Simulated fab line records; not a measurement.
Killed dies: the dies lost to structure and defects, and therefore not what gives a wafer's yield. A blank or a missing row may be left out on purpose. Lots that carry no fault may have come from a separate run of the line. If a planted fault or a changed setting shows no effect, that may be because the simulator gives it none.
Lot-split experiment + flow n5 finfet + 39 wafers read from 7 lots, route of 1938 steps

SPLIT DETAILS
At N5_BEOL_M12_TRENCH_ETCH_34 (etches SiOC in C4F8/O2/Ar, target depth 318.95 nm, time 125.5 s), the setting time s was moved away from the recipe's 125.5 s on 12 of the 39 wafers read, by -52.8% to -34.2%. This setting was run at the recipe's value on the other wafers.

FROM THE SPLIT TO THE READING: what the file shows between them, 10 steps
- N5_BEOL_M12_STRIP_70: strips in C4F8/O2/Ar
- N5_BEOL_M12_OCD_MEAS_35
- N5_BEOL_M12_STRIP_37: strips in N2/H2
- N5_BEOL_M12_ETCH_38: etches SiCN in CF4/N2, target depth 68.7 nm, time 73.4 s
- N5_BEOL_M12_ECD_47: material Cu, target thk 720 nm
- N5_BEOL_M12_ANNEAL_48: time 90 s
- N5_BEOL_M12_CMP_49: polishes, stops on SiOC, t overpolish 20.6 s, target thk 320 nm
- N5_BEOL_M12_THK_MEAS_50: measures by xrf
- N5_BEOL_M12_PRE_CLEAN_52: time 15 s
- N5_BEOL_M12_DEP_53: deposits SiCN from 3MS/NH3, target thk 30 nm, time 10.5 s

THE READING
Measured at N5_BEOL_M12_RS_MEAS_54 by four-point probe: M12_RS, in ohm/sq. On this fab line, fault-free wafers typically give 0.0603 ohm/sq with a standard deviation of 0.00099 ohm/sq.

| wafer  | tool, chamber at the split | time s as run, s | against the recipe | M12_RS, ohm/sq | against lot-mates on the recipe |
|--------|----------------------------|------------------|--------------------|----------------|---------------------------------|
| L074.1 | rie diel-04, 2             | 67.49            | -46.2%             | 0.1154         | +0.0546                         |
| L074.2 | rie diel-04, 3             | 125.5            | recipe             | 0.0606         | -                               |
| L074.3 | rie diel-04, 1             | 67.49            | -46.2%             | 0.1178         | +0.0570                         |
| L074.4 | rie diel-04, 0             | 125.5            | recipe             | 0.0612         | -                               |
| L074.5 | rie diel-04, 3             | 125.5            | recipe             | 0.0605         | -                               |
| L074.6 | rie diel-04, 2             | 67.49            | -46.2%             | 0.1149         | +0.0541                         |
| L076.1 | rie diel-03, 3             | 125.5            | recipe             | 0.0600         | -                               |
| L076.2 | rie diel-03, 1             | 125.5            | recipe             | 0.0612         | -                               |
| L076.3 | rie diel-03, 0             | 125.5            | recipe             | 0.0583         | -                               |
| L076.4 | rie diel-03, 2             | 125.5            | recipe             | 0.0604         | -                               |
| L076.5 | rie diel-03, 2             | 125.5            | recipe             | 0.0609         | -                               |
| L076.6 | rie diel-03, 1             | 125.5            | recipe             | 0.0607         | -                               |
| L080.1 | rie diel-03, 2             | 125.5            | recipe             | 0.0602         | -                               |
| L080.2 | rie diel-03, 1             | 125.5            | recipe             | 0.0610         | -                               |
| L080.3 | rie diel-03, 0             | 125.5            | recipe             | 0.0588         | -                               |
| L080.4 | rie diel-03, 3             | 125.5            | recipe             | 0.0599         | -                               |
| L080.5 | rie diel-03, 1             | 125.5            | recipe             | 0.0605         | -                               |
| L080.6 | rie diel-03, 2             | 125.5            | recipe             | 0.0617         | -                               |
| L081.1 | rie diel-06, 0             | 125.5            | recipe             | 0.0593         | -                               |
| L081.4 | rie diel-06, 2             | 125.5            | recipe             | 0.0597         | -                               |
| L081.5 | rie diel-06, 2             | 125.5            | recipe             | 0.0597         | -                               |
| L084.1 | rie diel-03, 0             | 71.33            | -43.2%             | 0.1067         | +0.0465                         |
| L084.2 | rie diel-03, 3             | 71.33            | -43.2%             | 0.1129         | +0.0527                         |
| L084.3 | rie diel-03, 1             | 125.5            | recipe             | 0.0606         | -                               |
| L084.4 | rie diel-03, 2             | 125.5            | recipe             | 0.0606         | -                               |
| L084.5 | rie diel-03, 3             | 71.33            | -43.2%             | 0.1089         | +0.0487                         |
| L084.6 | rie diel-03, 0             | 125.5            | recipe             | 0.0593         | -                               |
| L087.1 | rie diel-06, 2             | 82.54            | -34.2%             | 0.0897         | +0.0289                         |
| L087.2 | rie diel-06, 0             | 125.5            | recipe             | 0.0594         | -                               |
| L087.3 | rie diel-06, 3             | 125.5            | recipe             | 0.0615         | -                               |
| L087.4 | rie diel-06, 1             | 82.54            | -34.2%             | 0.0926         | +0.0318                         |
| L087.5 | rie diel-06, 3             | 125.5            | recipe             | 0.0615         | -                               |
| L087.6 | rie diel-06, 0             | 82.54            | -34.2%             | 0.0911         | +0.0303                         |
| L097.1 | rie diel-04, 1             | 125.5            | recipe             | 0.0619         | -                               |
| L097.2 | rie diel-04, 2             | 125.5            | recipe             | 0.0593         | -                               |
| L097.3 | rie diel-04, 2             | 125.5            | recipe             | 0.0596         | -                               |
| L097.4 | rie diel-04, 1             | 59.2             | -52.8%             | 0.1377         | +0.0774                         |
| L097.5 | rie diel-04, 1             | 59.2             | -52.8%             | 0.1351         | +0.0748                         |
| L097.6 | rie diel-04, 2             | 59.2             | -52.8%             | 0.1300         | +0.0697                         |

THE FIT
A straight line over all 39 wafers: M12_RS changes by -0.00122 ohm/sq for each +1% of time s; r = -0.99; the points scatter about the line by 0.0045 ohm/sq.
The same after taking each lot's own level away (the mean of its wafers on the recipe; 39 wafers): -0.00122 ohm/sq for each +1%; r = -0.98; scatter 0.0046 ohm/sq.
According to that fit, moving time s by its largest amount changes the reading by 0.064 ohm/sq.
Across the lots, their own levels run from 0.05957 to 0.06080 ohm/sq, a range of 1.2 times the standard deviation given above.
The two slopes agree, so the slope changes little with the lot-to-lot level.
Check: for one of the wafers moved furthest among these (-52.8%), held out of the fit, the line's prediction against its lot-mates is +0.0622 ohm/sq. It came out at +0.0774 ohm/sq against them.

ADDITIONAL SPLITS CARRIED BY THESE WAFERS
These wafers also went through other splits before the reading. Each is held against what the fit with the lots' levels taken away leaves over:
| other split on the same wafers   | wafers away from the commonest value | r with M12_RS (lot level and that fit taken away) |
|----------------------------------|--------------------------------------|---------------------------------------------------|
| N5_BEOL_M9_TRENCH_ETCH_37 time s | 12                                   | -0.36                                             |

THE WHOLE CHAIN: every reading that the file lists as answering this split, in the file's order
| step                       | what it does                                                    | reading                                                                       | change (the file's fit)              | r (the file's) |
|----------------------------|-----------------------------------------------------------------|-------------------------------------------------------------------------------|--------------------------------------|----------------|
| N5_BEOL_M12_TRENCH_ETCH_34 | etches SiOC in C4F8/O2/Ar, target depth 318.95 nm, time 125.5 s | etch.depth nm (the simulator's own value, which no gauge read)                | +3.15 nm for each +1% of the setting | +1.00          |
| N5_BEOL_M12_OCD_MEAS_35    |                                                                 | trench depth nm                                                               | +3.14 nm for each +1% of the setting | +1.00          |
| N5_BEOL_M12_CMP_49         | polishes, stops on SiOC, t overpolish 20.6 s, target thk 320 nm | Cu_of_BEOL_M12_ECD_47.thk nm (the simulator's own value, which no gauge read) | +3.13 nm for each +1% of the setting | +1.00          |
| N5_BEOL_M12_THK_MEAS_50    | measures by xrf                                                 | M12_THK                                                                       | +3.06 for each +1% of the setting    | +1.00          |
| N5_BEOL_M12_RS_MEAS_54     | measures by four-point-probe                                    | M12_RS                                                                        | -0.00121 for each +1% of the setting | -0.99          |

THE FILE'S OWN FIT
M12_RS changes by -0.00121 ohm/sq for each +1% of time s, r = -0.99.
